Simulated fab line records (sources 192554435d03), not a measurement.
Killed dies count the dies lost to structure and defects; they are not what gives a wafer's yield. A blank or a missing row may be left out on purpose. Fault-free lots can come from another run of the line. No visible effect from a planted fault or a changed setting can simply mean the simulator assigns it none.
fab line records / flow n5_finfet
record lots=7 wafers=21
route steps=1938 shown BEOL_M15@1809 PASSIVATION@1929
start_h: hours from the record's opening day to when the first of the lot's shown wafers began / wait_h: hours from the lot's prior step to this one / " repeats the value in the row above / L1.1+2: a row that stands for several wafers / - either no value or no given start / * or withheld: withheld / < > ~ a bound
route shown NAME@n: a module of which the file shows steps, and the number in the route of the first / usual: mean/standard deviation of fault-free wafers / same: alike in all rows / chamber/n: place in a boat / sites: the reading at each site / _std_site: their standard deviation / _edge_site: mean of outer sites minus mean of inner sites / radius_mm: for every site, how far away it sits from the centre of the wafer / mask NAME#n: copy n / behind: the most recent tool/chamber to have shaped the wafer / hold: cause of the lot's hold/its duration in hours/its outcome / device: the transistor (n, p or np) that didn't switch / end of line: the route-end tests of the same wafers / a step without rows: its recipe alone / killed: not the wafer's yield, but the dies lost to structure and defects at the first sort / map: shows each die of a wafer: x if killed, . if not, _ if none is there
set.NAME: the setting the step ran with; set.NAME@STEP: the setting that earlier step ran with / model.NAME: the simulator's own value behind a step, which no gauge read
lots whose settings were changed on purpose; a table a step, a row a wafer
## steps
# step N5_BEOL_M15_TRENCH_ETCH_34
# recipe chemistry=C4F8/O2/Ar target=SiO2 target_depth_a=8729.3 he_inner_torr=15 he_outer_torr=30 time_s=199 ion_energy_ev=800 pressure_mtorr=20 source_w=1905 bias_w=2040 Ar_flow_sccm=400 C4F8_flow_sccm=16 O2_flow_sccm=12
# usual rf_vpp_V=2212/36
lot.wafer=L076.1 tool=rie_diel-02 chamber=1 start_h=269.26 wait_h=0.0 set.bias_w=2333 rf_vpp_V=2377
lot.wafer=L076.3 tool=rie_diel-02 chamber=2 start_h=269.26 wait_h=0.0 set.bias_w=2333 rf_vpp_V=2420
lot.wafer=L076.5 tool=rie_diel-02 chamber=1 start_h=269.26 wait_h=0.0 set.bias_w=2333 rf_vpp_V=2377
lot.wafer=L081.3 tool=rie_diel-01 chamber=3 start_h=306.14 wait_h=0.0 set.bias_w=2040 rf_vpp_V=2265
lot.wafer=L081.4 tool=rie_diel-01 chamber=1 start_h=306.14 wait_h=0.0 set.bias_w=1789 rf_vpp_V=1985
lot.wafer=L081.6 tool=rie_diel-01 chamber=3 start_h=306.14 wait_h=0.0 set.bias_w=2040 rf_vpp_V=2265
lot.wafer=L080.1 tool=rie_diel-01 chamber=0 start_h=306.49 wait_h=0.0 set.bias_w=2040 rf_vpp_V=2190
lot.wafer=L080.3 tool=rie_diel-01 chamber=2 start_h=306.49 wait_h=0.0 set.bias_w=2180 rf_vpp_V=2331
lot.wafer=L080.6 tool=rie_diel-01 chamber=1 start_h=306.49 wait_h=0.0 set.bias_w=2180 rf_vpp_V=2281
lot.wafer=L083.2 tool=rie_diel-02 chamber=2 start_h=318.14 wait_h=0.0 set.bias_w=2275 rf_vpp_V=2377
lot.wafer=L083.4 tool=rie_diel-02 chamber=2 start_h=318.14 wait_h=0.0 set.bias_w=2040 rf_vpp_V=2205
lot.wafer=L083.5 tool=rie_diel-02 chamber=1 start_h=318.14 wait_h=0.0 set.bias_w=2040 rf_vpp_V=2165
lot.wafer=L095.1 tool=rie_diel-03 chamber=3 start_h=422.25 wait_h=0.0 set.bias_w=2040 rf_vpp_V=2189
lot.wafer=L095.3 tool=rie_diel-03 chamber=0 start_h=422.25 wait_h=0.0 set.bias_w=2040 rf_vpp_V=2214
lot.wafer=L095.4 tool=rie_diel-03 chamber=1 start_h=422.25 wait_h=0.0 set.bias_w=2040 rf_vpp_V=2179
lot.wafer=L096.2 tool=rie_diel-02 chamber=2 start_h=428.74 wait_h=0.0 set.bias_w=2040 rf_vpp_V=2203
lot.wafer=L096.4 tool=rie_diel-02 chamber=1 start_h=428.74 wait_h=0.0 set.bias_w=2040 rf_vpp_V=2279
lot.wafer=L096.6 tool=rie_diel-02 chamber=3 start_h=428.74 wait_h=0.0 set.bias_w=2040 rf_vpp_V=2276
lot.wafer=L097.1 tool=rie_diel-02 chamber=0 start_h=428.99 wait_h=0.0 set.bias_w=1896 rf_vpp_V=2071
lot.wafer=L097.3 tool=rie_diel-02 chamber=3 start_h=428.99 wait_h=0.0 set.bias_w=2040 rf_vpp_V=2276
lot.wafer=L097.6 tool=rie_diel-02 chamber=3 start_h=428.99 wait_h=0.0 set.bias_w=1896 rf_vpp_V=2164
# step N5_PASSIVATION_PASS_ETCH_47
# recipe chemistry=CF4/O2 target=SiNx target_depth_a=7700 time_s=385 ion_energy_ev=100 pressure_mtorr=40 source_w=535 bias_w=49 Ar_flow_sccm=100 cf4_flow_sccm=100 O2_flow_sccm=10
# usual rf_vpp_V=244/5.9
lot.wafer=L076.1 tool=rie_diel-06 chamber=3 start_h=315.50 wait_h=0.0 set.source_w=535 rf_vpp_V=238 model.etch.depth_nm=769.7
lot.wafer=L076.3 tool=rie_diel-06 chamber=0 start_h=315.50 wait_h=0.0 set.source_w=440.4 rf_vpp_V=258 model.etch.depth_nm=672.3
lot.wafer=L076.5 tool=rie_diel-06 chamber=0 start_h=315.50 wait_h=0.0 set.source_w=535 rf_vpp_V=234 model.etch.depth_nm=798.4
lot.wafer=L081.3 tool=rie_diel-04 chamber=1 start_h=320.31 wait_h=0.0 set.source_w=620.3 rf_vpp_V=231 model.etch.depth_nm=886.9
lot.wafer=L081.4 tool=rie_diel-04 chamber=3 start_h=320.31 wait_h=0.0 set.source_w=535 rf_vpp_V=242 model.etch.depth_nm=794.1
lot.wafer=L081.6 tool=rie_diel-04 chamber=3 start_h=320.31 wait_h=0.0 set.source_w=620.3 rf_vpp_V=224 model.etch.depth_nm=906.6
lot.wafer=L080.1 tool=rie_diel-05 chamber=0 start_h=320.98 wait_h=0.0 set.source_w=535 rf_vpp_V=235 model.etch.depth_nm=743.3
lot.wafer=L080.3 tool=rie_diel-05 chamber=3 start_h=320.98 wait_h=0.0 set.source_w=535 rf_vpp_V=242 model.etch.depth_nm=795.3
lot.wafer=L080.6 tool=rie_diel-05 chamber=0 start_h=320.98 wait_h=0.0 set.source_w=535 rf_vpp_V=237 model.etch.depth_nm=736.9
lot.wafer=L083.2 tool=rie_diel-05 chamber=1 start_h=332.28 wait_h=0.0 set.source_w=535 rf_vpp_V=249 model.etch.depth_nm=777.4
lot.wafer=L083.4 tool=rie_diel-05 chamber=2 start_h=332.28 wait_h=0.0 set.source_w=535 rf_vpp_V=239 model.etch.depth_nm=790.4
lot.wafer=L083.5 tool=rie_diel-05 chamber=0 start_h=332.28 wait_h=0.0 set.source_w=605.7 rf_vpp_V=222 model.etch.depth_nm=829.3
lot.wafer=L095.1 tool=rie_diel-04 chamber=2 start_h=439.28 wait_h=0.0 set.source_w=535 rf_vpp_V=246 model.etch.depth_nm=797.5
lot.wafer=L095.3 tool=rie_diel-04 chamber=0 start_h=439.28 wait_h=0.0 set.source_w=535 rf_vpp_V=250 model.etch.depth_nm=772.3
lot.wafer=L095.4 tool=rie_diel-04 chamber=1 start_h=439.28 wait_h=0.0 set.source_w=535 rf_vpp_V=250 model.etch.depth_nm=793.8
lot.wafer=L097.1 tool=rie_diel-04 chamber=0 start_h=446.90 wait_h=0.0 set.source_w=535 rf_vpp_V=252 model.etch.depth_nm=742.7
lot.wafer=L097.3 tool=rie_diel-04 chamber=2 start_h=446.90 wait_h=0.0 set.source_w=480.8 rf_vpp_V=258 model.etch.depth_nm=705.2
lot.wafer=L097.6 tool=rie_diel-04 chamber=1 start_h=446.90 wait_h=0.0 set.source_w=535 rf_vpp_V=251 model.etch.depth_nm=776.5
lot.wafer=L096.2 tool=rie_diel-05 chamber=0 start_h=447.00 wait_h=0.0 set.source_w=535 rf_vpp_V=233 model.etch.depth_nm=765
lot.wafer=L096.4 tool=rie_diel-05 chamber=3 start_h=447.00 wait_h=0.0 set.source_w=535 rf_vpp_V=241 model.etch.depth_nm=782.3
lot.wafer=L096.6 tool=rie_diel-05 chamber=2 start_h=447.00 wait_h=0.0 set.source_w=535 rf_vpp_V=239 model.etch.depth_nm=784.6
## key
split step=N5_BEOL_M15_TRENCH_ETCH_34 setting=bias_w stated=2040 by=wafer
response step=N5_BEOL_M15_TRENCH_ETCH_34 reading=rf_vpp_V change=+19.9 per=1% r=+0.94
split step=N5_PASSIVATION_PASS_ETCH_47 setting=source_w stated=535 by=wafer
response step=N5_PASSIVATION_PASS_ETCH_47 reading=rf_vpp_V change=-1.15 per=1% r=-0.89
response step=N5_PASSIVATION_PASS_ETCH_47 reading=model.etch.depth_nm change=+5.64 per=1% r=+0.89
